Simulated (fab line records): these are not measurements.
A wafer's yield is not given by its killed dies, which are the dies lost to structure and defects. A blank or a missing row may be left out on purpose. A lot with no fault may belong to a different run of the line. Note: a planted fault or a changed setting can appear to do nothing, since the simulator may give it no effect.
What tool caused it? || flow nand-harc || 11 lots with 33 wafers sampled at 5 steps, on a route of 1159 steps

WHAT THE GAUGES SHOWED, per wafer
NHARC_END_SORT_01.
{"lot": "L362", "measured": "day 22 14:58", "on": "prober-02", "defect-limited-yield (%)": "94.5 51.7 94.2", "killed-at-array": "27 15 29", "killed-at-other": "4 2 3", "killed-at-periphery": "6 310 7", "killed-dies": "37 327 39", "killed-open": "5 5 2", "killed-short": "3 1 2", "sort_bin_2_pct (%)": "1.5 16.7 2.1", "sort_bin_3_pct (%)": "0.44 1.48 0", "sort_bin_4_pct (%)": "3.5 30.1 3.7", "sort-n-pass": "640 350 638", "sort-rim-yield-pct (%)": "97 46 94", "sort-yield-pct (%)": "94.5 51.7 94.2"}
{"lot": "L365", "measured": "day 24 01:56", "on": "prober-02", "defect-limited-yield (%)": "49.6 93.9 49.8", "killed-at-array": "22 29 16", "killed-at-other": "2 2 1", "killed-at-periphery": "317 10 323", "killed-dies": "341 41 340", "killed-open": "2 6 2", "killed-short": "4 3 1", "sort_bin_2_pct (%)": "19.8 2.7 17.6", "sort_bin_3_pct (%)": "3.99 0.15 4.58", "sort_bin_4_pct (%)": "26.6 3.2 28.1", "sort-n-pass": "336 636 337", "sort-rim-yield-pct (%)": "50 97 48", "sort-yield-pct (%)": "49.6 93.9 49.8"}

TOOL THAT RAN EACH LOT (tool first, then ch and the chambers of the sampled wafers, then the start)
{"lot": "L353", "NHARC_P_M2_ECD_22": "ecd-cu-01 ch 0,1, day 6 06:16", "NHARC_A_M1_ETCH_28": "rie-diel-11 ch 1,2, day 19 10:09 or earlier", "NHARC_A_M1_PVD_20": "pvd-sputter-03, day 19 10:09 or earlier", "NHARC_THIN_TSV_ETCH_44": "rie-diel-02 ch 0,3, day 19 10:09"}
{"lot": "L354", "NHARC_P_M2_ECD_22": "ecd-cu-02 ch 0,1, day 6 10:43", "NHARC_A_M1_ETCH_28": "rie-diel-08 ch 0,2,3, day 19 06:47 or earlier", "NHARC_A_M1_PVD_20": "pvd-sputter-02, day 19 06:47 or earlier", "NHARC_THIN_TSV_ETCH_44": "rie-diel-12 ch 0,2,3, day 19 06:47"}
{"lot": "L356", "NHARC_P_M2_ECD_22": "ecd-cu-01 ch 0,1, day 6 23:19", "NHARC_A_M1_ETCH_28": "rie-diel-07 ch 0,1,3, day 19 12:38 or earlier", "NHARC_A_M1_PVD_20": "pvd-sputter-02, day 19 12:38 or earlier", "NHARC_THIN_TSV_ETCH_44": "rie-diel-01 ch 1,2, day 19 12:38"}
{"lot": "L355", "NHARC_P_M2_ECD_22": "ecd-cu-01 ch 0,1, day 7 02:20", "NHARC_A_M1_ETCH_28": "rie-diel-08 ch 0,1,3, day 19 08:30 or earlier", "NHARC_A_M1_PVD_20": "pvd-sputter-01, day 19 08:30 or earlier", "NHARC_THIN_TSV_ETCH_44": "rie-diel-12 ch 0,3, day 19 08:30"}
{"lot": "L357", "NHARC_P_M2_ECD_22": "ecd-cu-02 ch 0,1, day 7 03:18", "NHARC_A_M1_ETCH_28": "rie-diel-11 ch 0,2,3, day 19 20:06 or earlier", "NHARC_A_M1_PVD_20": "pvd-sputter-01, day 19 20:06 or earlier", "NHARC_THIN_TSV_ETCH_44": "rie-diel-02 ch 1,2,3, day 19 20:06"}
{"lot": "L358", "NHARC_P_M2_ECD_22": "ecd-cu-02 ch 0,1, day 7 17:02", "NHARC_A_M1_ETCH_28": "rie-diel-08 ch 1,2, day 20 01:10 or earlier", "NHARC_A_M1_PVD_20": "pvd-sputter-01, day 20 01:10 or earlier", "NHARC_THIN_TSV_ETCH_44": "rie-diel-02 ch 0,3, day 20 01:10"}
{"lot": "L362", "NHARC_P_M2_ECD_22": "ecd-cu-01 ch 0,1, day 8 18:11", "NHARC_A_M1_ETCH_28": "rie-diel-07 ch 0,1,2, day 21 23:23 or earlier", "NHARC_A_M1_PVD_20": "pvd-sputter-01, day 21 23:23 or earlier", "NHARC_THIN_TSV_ETCH_44": "rie-diel-01 ch 0,1, day 21 23:23"}
{"lot": "L365", "NHARC_P_M2_ECD_22": "ecd-cu-01 ch 0,1, day 9 12:29", "NHARC_A_M1_ETCH_28": "rie-diel-11 ch 1,2,3, day 23 05:38 or earlier", "NHARC_A_M1_PVD_20": "pvd-sputter-02, day 23 05:38 or earlier", "NHARC_THIN_TSV_ETCH_44": "rie-diel-12 ch 0,1,3, day 23 05:38"}
{"lot": "L367", "NHARC_P_M2_ECD_22": "ecd-cu-02 ch 0,1, day 10 00:46", "NHARC_A_M1_ETCH_28": "rie-diel-08 ch 0,2,3, day 23 07:01 or earlier", "NHARC_A_M1_PVD_20": "pvd-sputter-03, day 23 07:01 or earlier", "NHARC_THIN_TSV_ETCH_44": "rie-diel-02 ch 1,2,3, day 23 07:01"}
{"lot": "L375", "NHARC_P_M2_ECD_22": "ecd-cu-02 ch 0,1, day 11 14:01", "NHARC_A_M1_ETCH_28": "rie-diel-11 ch 1,2, day 24 01:23 or earlier", "NHARC_A_M1_PVD_20": "pvd-sputter-01, day 24 01:23 or earlier", "NHARC_THIN_TSV_ETCH_44": "rie-diel-01 ch 1,2, day 24 01:23"}
{"lot": "L376", "NHARC_P_M2_ECD_22": "ecd-cu-01 ch 0,1, day 12 03:25", "NHARC_A_M1_ETCH_28": "rie-diel-08 ch 1,2,3, day 24 14:56 or earlier", "NHARC_A_M1_PVD_20": "pvd-sputter-03, day 24 14:56 or earlier", "NHARC_THIN_TSV_ETCH_44": "rie-diel-12 ch 0,2, day 24 14:56"}
- NHARC_P_M2_ECD_22: material Cu, target thk 400 nm.
- NHARC_A_M1_ETCH_28: etches the open film in CF4/N2, target depth 30 nm, time 72.99 s.
- NHARC_A_M1_PVD_20: deposits TaN, target thk 5 nm, time 8.06 s.
- NHARC_THIN_TSV_ETCH_44: etches the open film in CF4/O2, target depth 1594.2 nm, time 797.1 s.

WHAT THE TOOLS THEMSELVES READ (means of the sampled wafers that have a number; where no wafer has one, the mark that the record gives instead)
NHARC_A_M1_ETCH_28.
{"lot": "L353", "tool": "rie-diel-11", "drypump-motor-current-A (A)": 5.8, "mfc-ar-sccm (sccm)": 150.2, "oes-product-au (a.u.)": 1.001, "rf-vpp-V (V)": 314.7, "showerhead-plenum-p-Torr (Torr)": 2.62, "throttle-valve-pct (%)": 19.800}
{"lot": "L354", "tool": "rie-diel-08", "drypump-motor-current-A (A)": 5.6, "mfc-ar-sccm (sccm)": 149.8, "oes-product-au (a.u.)": 0.995, "rf-vpp-V (V)": 315.1, "showerhead-plenum-p-Torr (Torr)": 2.64, "throttle-valve-pct (%)": 19.789}
{"lot": "L356", "tool": "rie-diel-07", "drypump-motor-current-A (A)": 6.0, "mfc-ar-sccm (sccm)": 150.2, "oes-product-au (a.u.)": 0.997, "rf-vpp-V (V)": 313.1, "showerhead-plenum-p-Torr (Torr)": 2.53, "throttle-valve-pct (%)": 19.794}
{"lot": "L355", "tool": "rie-diel-08", "drypump-motor-current-A (A)": 6.0, "mfc-ar-sccm (sccm)": 149.7, "oes-product-au (a.u.)": 0.996, "rf-vpp-V (V)": 314.3, "showerhead-plenum-p-Torr (Torr)": 2.67, "throttle-valve-pct (%)": 19.794}
{"lot": "L357", "tool": "rie-diel-11", "drypump-motor-current-A (A)": 5.7, "mfc-ar-sccm (sccm)": 150.5, "oes-product-au (a.u.)": 1.011, "rf-vpp-V (V)": 314.4, "showerhead-plenum-p-Torr (Torr)": 2.59, "throttle-valve-pct (%)": 19.796}
{"lot": "L358", "tool": "rie-diel-08", "drypump-motor-current-A (A)": 5.9, "mfc-ar-sccm (sccm)": 150.5, "oes-product-au (a.u.)": 0.996, "rf-vpp-V (V)": 312.2, "showerhead-plenum-p-Torr (Torr)": 2.51, "throttle-valve-pct (%)": 19.792}
{"lot": "L362", "tool": "rie-diel-07", "drypump-motor-current-A (A)": 5.9, "mfc-ar-sccm (sccm)": 150.3, "oes-product-au (a.u.)": 0.992, "rf-vpp-V (V)": 312.3, "showerhead-plenum-p-Torr (Torr)": 2.59, "throttle-valve-pct (%)": 19.791}
{"lot": "L365", "tool": "rie-diel-11", "drypump-motor-current-A (A)": 5.6, "mfc-ar-sccm (sccm)": 149.8, "oes-product-au (a.u.)": 1.008, "rf-vpp-V (V)": 314.6, "showerhead-plenum-p-Torr (Torr)": 2.64, "throttle-valve-pct (%)": 19.793}
{"lot": "L367", "tool": "rie-diel-08", "drypump-motor-current-A (A)": 5.6, "mfc-ar-sccm (sccm)": 149.7, "oes-product-au (a.u.)": 0.998, "rf-vpp-V (V)": 313.2, "showerhead-plenum-p-Torr (Torr)": 2.64, "throttle-valve-pct (%)": 19.794}
{"lot": "L375", "tool": "rie-diel-11", "drypump-motor-current-A (A)": 5.7, "mfc-ar-sccm (sccm)": 149.8, "oes-product-au (a.u.)": 1.021, "rf-vpp-V (V)": 313.0, "showerhead-plenum-p-Torr (Torr)": 2.55, "throttle-valve-pct (%)": 19.796}
{"lot": "L376", "tool": "rie-diel-08", "drypump-motor-current-A (A)": 5.8, "mfc-ar-sccm (sccm)": 149.6, "oes-product-au (a.u.)": 1.001, "rf-vpp-V (V)": 313.6, "showerhead-plenum-p-Torr (Torr)": 2.56, "throttle-valve-pct (%)": 19.800}

NHARC_A_M1_PVD_20.
{"lot": "L353", "tool": "pvd-sputter-03", "cathode-dc-power-W (W)": 14998, "throttle-valve-pct (%)": 29.4}
{"lot": "L354", "tool": "pvd-sputter-02", "cathode-dc-power-W (W)": 15000, "throttle-valve-pct (%)": 29.4}
{"lot": "L356", "tool": "pvd-sputter-02", "cathode-dc-power-W (W)": 14998, "throttle-valve-pct (%)": 30.2}
{"lot": "L355", "tool": "pvd-sputter-01", "cathode-dc-power-W (W)": 15001, "throttle-valve-pct (%)": 29.4}
{"lot": "L357", "tool": "pvd-sputter-01", "cathode-dc-power-W (W)": 15000, "throttle-valve-pct (%)": 30.5}
{"lot": "L358", "tool": "pvd-sputter-01", "cathode-dc-power-W (W)": 15002, "throttle-valve-pct (%)": 29.9}
{"lot": "L362", "tool": "pvd-sputter-01", "cathode-dc-power-W (W)": 15002, "throttle-valve-pct (%)": 30.0}
{"lot": "L365", "tool": "pvd-sputter-02", "cathode-dc-power-W (W)": 14998, "throttle-valve-pct (%)": 30.0}
{"lot": "L367", "tool": "pvd-sputter-03", "cathode-dc-power-W (W)": 15001, "throttle-valve-pct (%)": 30.6}
{"lot": "L375", "tool": "pvd-sputter-01", "cathode-dc-power-W (W)": 14999, "throttle-valve-pct (%)": 30.0}
{"lot": "L376", "tool": "pvd-sputter-03", "cathode-dc-power-W (W)": 15000, "throttle-valve-pct (%)": 30.1}

NHARC_THIN_TSV_ETCH_44.
{"lot": "L353", "tool": "rie-diel-02", "drypump-motor-current-A (A)": 5.9, "mfc-ar-sccm (sccm)": 0.000, "o2-flow-sccm (sccm)": 10.00, "oes-product-au (a.u.)": 1.013, "rf-vpp-V (V)": 798, "showerhead-plenum-p-Torr (Torr)": 1.89, "throttle-valve-pct (%)": 16.909}
{"lot": "L354", "tool": "rie-diel-12", "drypump-motor-current-A (A)": 5.5, "mfc-ar-sccm (sccm)": 0.012, "o2-flow-sccm (sccm)": 10.00, "oes-product-au (a.u.)": 0.978, "rf-vpp-V (V)": 791, "showerhead-plenum-p-Torr (Torr)": 1.78, "throttle-valve-pct (%)": 16.911}
{"lot": "L356", "tool": "rie-diel-01", "drypump-motor-current-A (A)": 5.8, "mfc-ar-sccm (sccm)": 0.000, "o2-flow-sccm (sccm)": 10.00, "oes-product-au (a.u.)": 0.991, "rf-vpp-V (V)": 800, "showerhead-plenum-p-Torr (Torr)": 1.91, "throttle-valve-pct (%)": 16.913}
{"lot": "L355", "tool": "rie-diel-12", "drypump-motor-current-A (A)": 5.7, "mfc-ar-sccm (sccm)": 0.016, "o2-flow-sccm (sccm)": 10.00, "oes-product-au (a.u.)": 0.985, "rf-vpp-V (V)": 792, "showerhead-plenum-p-Torr (Torr)": 1.80, "throttle-valve-pct (%)": 16.913}
{"lot": "L357", "tool": "rie-diel-02", "drypump-motor-current-A (A)": 6.1, "mfc-ar-sccm (sccm)": 0.007, "o2-flow-sccm (sccm)": 10.01, "oes-product-au (a.u.)": 1.002, "rf-vpp-V (V)": 796, "showerhead-plenum-p-Torr (Torr)": 1.85, "throttle-valve-pct (%)": 16.925}
{"lot": "L358", "tool": "rie-diel-02", "drypump-motor-current-A (A)": 5.8, "mfc-ar-sccm (sccm)": 0.000, "o2-flow-sccm (sccm)": 9.98, "oes-product-au (a.u.)": 1.030, "rf-vpp-V (V)": 797, "showerhead-plenum-p-Torr (Torr)": 1.87, "throttle-valve-pct (%)": 16.918}
{"lot": "L362", "tool": "rie-diel-01", "drypump-motor-current-A (A)": 5.9, "mfc-ar-sccm (sccm)": 0.000, "o2-flow-sccm (sccm)": 10.00, "oes-product-au (a.u.)": 0.988, "rf-vpp-V (V)": 798, "showerhead-plenum-p-Torr (Torr)": 1.90, "throttle-valve-pct (%)": 16.917}
{"lot": "L365", "tool": "rie-diel-12", "drypump-motor-current-A (A)": 5.6, "mfc-ar-sccm (sccm)": 0.011, "o2-flow-sccm (sccm)": 9.99, "oes-product-au (a.u.)": 0.994, "rf-vpp-V (V)": 792, "showerhead-plenum-p-Torr (Torr)": 1.79, "throttle-valve-pct (%)": 16.913}
{"lot": "L367", "tool": "rie-diel-02", "drypump-motor-current-A (A)": 6.1, "mfc-ar-sccm (sccm)": 0.007, "o2-flow-sccm (sccm)": 10.03, "oes-product-au (a.u.)": 1.001, "rf-vpp-V (V)": 795, "showerhead-plenum-p-Torr (Torr)": 1.85, "throttle-valve-pct (%)": 16.912}
{"lot": "L375", "tool": "rie-diel-01", "drypump-motor-current-A (A)": 5.8, "mfc-ar-sccm (sccm)": 0.000, "o2-flow-sccm (sccm)": 10.00, "oes-product-au (a.u.)": 0.980, "rf-vpp-V (V)": 799, "showerhead-plenum-p-Torr (Torr)": 1.91, "throttle-valve-pct (%)": 16.910}
{"lot": "L376", "tool": "rie-diel-12", "drypump-motor-current-A (A)": 5.8, "mfc-ar-sccm (sccm)": 0.020, "o2-flow-sccm (sccm)": 9.98, "oes-product-au (a.u.)": 0.988, "rf-vpp-V (V)": 793, "showerhead-plenum-p-Torr (Torr)": 1.82, "throttle-valve-pct (%)": 16.918}

THE ANSWER, worked out from the rows above alone
Rule: what is usual is taken from the lots themselves. The widest of any qualifying gaps counts: lots, ordered by their means at a reading, are off when they make up no more than a third of the lots, leave a main group of 4 or more, and stand apart from it by 3 or more times the standard deviation of that group's means. The tables above print the reading to a certain number of digits; a main group whose means all agree to those digits is not used. A lot without any number at a reading at which 4 lots or more have one is off too. Any other lot the step has rows for is counted as sound. The gauges are gone through in route order, then the tools' own readings, and for those a lot's mean is taken as printed above. The first step at which some lot is off is used, and at that step the reading that is off furthest; a lot without a number counts as furthest.
No lot is off on any of the readings shown, so nothing can be concluded from this.

WHAT THE SIMULATOR HAD INSERTED
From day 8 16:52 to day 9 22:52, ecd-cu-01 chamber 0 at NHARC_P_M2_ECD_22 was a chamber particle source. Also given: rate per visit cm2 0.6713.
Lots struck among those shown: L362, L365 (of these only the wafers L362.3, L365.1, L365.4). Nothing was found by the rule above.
